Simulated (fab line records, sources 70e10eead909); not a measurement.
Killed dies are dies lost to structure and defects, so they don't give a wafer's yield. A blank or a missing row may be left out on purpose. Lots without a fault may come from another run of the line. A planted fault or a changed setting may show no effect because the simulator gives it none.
Chamber matching | flow nand_harc | NHARC_P_M1_PRE_CLEAN_32 on pecvd-02: 3 sister chambers
The step time 12 s. 14 wafers are shown with their chamber, then 7 later ones without.

WAFERS WITH THEIR CHAMBER
wafer  | chamber | susceptor_temp_C (C) | heater_power_outer_w (W) | heater_power_w (W)
L704.1 | 2       | 370.23               | 385                      | 648
L704.3 | 1       | 369.74               | 433                      | 642
L704.6 | 2       | 369.85               | 373                      | 640
L705.2 | 0       | 369.63               | 402                      | 643
L705.4 | 0       | 369.69               | 406                      | 626
L705.6 | 2       | 370.06               | 388                      | 640
L709.2 | 0       | 369.89               | 417                      | 639
L709.5 | 2       | 370.00               | 430                      | 736
L709.6 | 1       | 369.80               | 427                      | 631
L713.1 | 0       | 369.70               | 471                      | 736
L713.2 | 2       | 369.70               | 426                      | 715
L713.6 | 2       | 370.14               | 436                      | 714
L714.1 | 1       | 370.04               | 417                      | 609
L714.3 | 2       | 369.97               | 340                      | 606

SIGNATURES (means of the wafers above)
reading              | chamber 0 | chamber 1 | chamber 2 | scatter within a chamber
susceptor_temp_C     | 369.7275  | 369.8600  | 369.9929  | 0.159
heater_power_outer_w | 424.00    | 425.67    | 396.86    | 31.2
heater_power_w       | 661.00    | 627.33    | 671.29    | 45.6
Rule: a wafer's distance from a chamber is the root of the sum, over the readings, of the square of ((its reading less the chamber's mean) divided by the reading's scatter). The wafer belongs to the nearest chamber; if the next one is less than 2 further off, it can't be placed. The scatter: the root of (the sum of the squares of (reading less its chamber's mean) over the shown wafers, divided by (wafers less chambers)).

WAFERS WITHOUT THEIR CHAMBER
wafer  | susceptor_temp_C (C) | heater_power_outer_w (W) | heater_power_w (W)
L714.6 | 369.92               | 414                      | 645
L716.3 | 369.88               | 354                      | 624
L716.4 | 369.75               | 379                      | 634
L716.5 | 369.50               | 353                      | 618
L718.3 | 370.12               | 401                      | 636
L718.5 | 369.93               | 400                      | 628
L718.6 | 370.36               | 436                      | 715

WHICH CHAMBER EACH WENT THROUGH
wafer  | from the rows above          | in truth
L714.6 | can't be placed: 1 or 2 or 0 | 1
L716.3 | can't be placed: 2 or 1 or 0 | 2
L716.4 | can't be placed: 0 or 1 or 2 | 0
L716.5 | can't be placed: 0 or 1 or 2 | 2
L718.3 | can't be placed: 2 or 1 or 0 | 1
L718.5 | can't be placed: 1 or 2 or 0 | 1
L718.6 | can't be placed: 2 or 1 or 0 | 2
Placed correctly: 0 of 7. Can't be placed from these rows: 7 (the true chamber is among the candidates in 7). Placed wrongly: 0.
